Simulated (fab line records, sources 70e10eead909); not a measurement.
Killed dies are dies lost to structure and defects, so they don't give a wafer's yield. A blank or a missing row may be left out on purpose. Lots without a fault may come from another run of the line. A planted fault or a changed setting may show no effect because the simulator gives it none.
A struck lot beside a sound one | flow nand_harc | 14 steps out of a route of 1159
Sound: wafers L344.3, L344.4, L344.5. Struck: wafers L345.2, L345.3, L345.6. The cause comes at the end.
At each step with rows: each side's tool, then ch and its chambers, then its first start. Under that, the readings that differ: sound wafers | struck wafers | difference of the means | sigmas: that difference in standard deviations of wafers without a fault.
alike: readings whose means differ by less than 2 such deviations, and words and numbers that are the same on both sides. not compared: withheld readings, readings that some wafer has no value for, bounds like >300 that may hide the same value, and numbers for which the record gives no deviation and whose values overlap.
The two part at a step that has a row with sigmas, a row that says differs or no value, or rows on one side only. Numbers that don't overlap but have no deviation are shown without sigmas and don't part them. A reading that every wafer of one side lacks parts them only if that side has two wafers or more.

first, 1 step without rows for these wafers: NHARC_A_ONON_D1_DEP_19 (target thk 1000 nm).
NHARC_A_ONON_D1_THK_MEAS_21: measures by ellipsometry.
  sound on film_metro-02, day 7 23:30; struck on film_metro-02, day 8 07:28
  reading     | sound          | struck      | difference | sigmas
  thk_nm (nm) | 1013 1012 1013 | 987 988 987 | -25        | -2
then, 1 step without rows for these wafers: NHARC_A_ONON_D1_DEP_22 (target thk 1000 nm).
NHARC_A_ONON_D1_THK_MEAS_24: measures by ellipsometry.
  sound on film_metro-02, day 8 00:05; struck on film_metro-02, day 8 08:02
  alike: thk_nm
then, 1 step without rows for these wafers: NHARC_A_ONON_D1_DEP_25 (target thk 1000 nm).
NHARC_A_ONON_D1_THK_MEAS_27: measures by ellipsometry.
  sound on film_metro-01, day 8 00:39; struck on film_metro-02, day 8 08:37
  alike: thk_nm
then, 1 step without rows for these wafers: NHARC_A_ONON_D1_DEP_28 (target thk 1000 nm).
NHARC_A_ONON_D1_THK_MEAS_30: measures by ellipsometry.
  sound on film_metro-02, day 8 01:13; struck on film_metro-02, day 8 09:10
  alike: thk_nm
NHARC_A_ONON_D1_DEP_33: deposits SiO2, target thk 200 nm.
  sound on pecvd-03 ch 1,2, day 8 01:43; struck on pecvd-03 ch 0,1,2, day 8 09:14
  alike: heater_power_w, throttle_valve_pct
NHARC_A_ONON_D1_THK_MEAS_34: measures by ellipsometry.
  sound on film_metro-02, day 8 02:02; struck on film_metro-02, day 8 09:38
  alike: thk_nm
NHARC_A_ONON_D1_INSPECT_32:
  sound on defect_inspect-02, day 8 02:06; struck on defect_inspect-01, day 8 09:42
  alike: raw_defect_count
NHARC_A_CHANNEL_HOLE_D1_DEP_00: deposits aC, target thk 3100 nm.
  sound on acl_dep-01 ch 0, day 8 04:14; struck on acl_dep-01 ch 0, day 8 18:04
  alike: throttle_valve_pct
NHARC_A_CHANNEL_HOLE_D1_DEP_01: deposits SiON, target thk 140 nm.
  sound on pecvd-01 ch 0,1, day 8 05:35; struck on pecvd-04 ch 0,1, day 8 19:42
  alike: heater_power_w
-- the record jumps here: 13 days lie between the struck wafers' starts before and after (it left off in module A_CHANNEL_HOLE_D1 and takes up again in module END, whose first step shown is number 1159 of the route) --
NHARC_END_SORT_01:
  the record has rows for the struck wafers here (prober-02 ch 0, day 21 08:32) and none for the sound ones

WHERE THEY PART
First at NHARC_A_ONON_D1_THK_MEAS_21; last, within this record, at NHARC_END_SORT_01.

WHY: what the simulator had put in
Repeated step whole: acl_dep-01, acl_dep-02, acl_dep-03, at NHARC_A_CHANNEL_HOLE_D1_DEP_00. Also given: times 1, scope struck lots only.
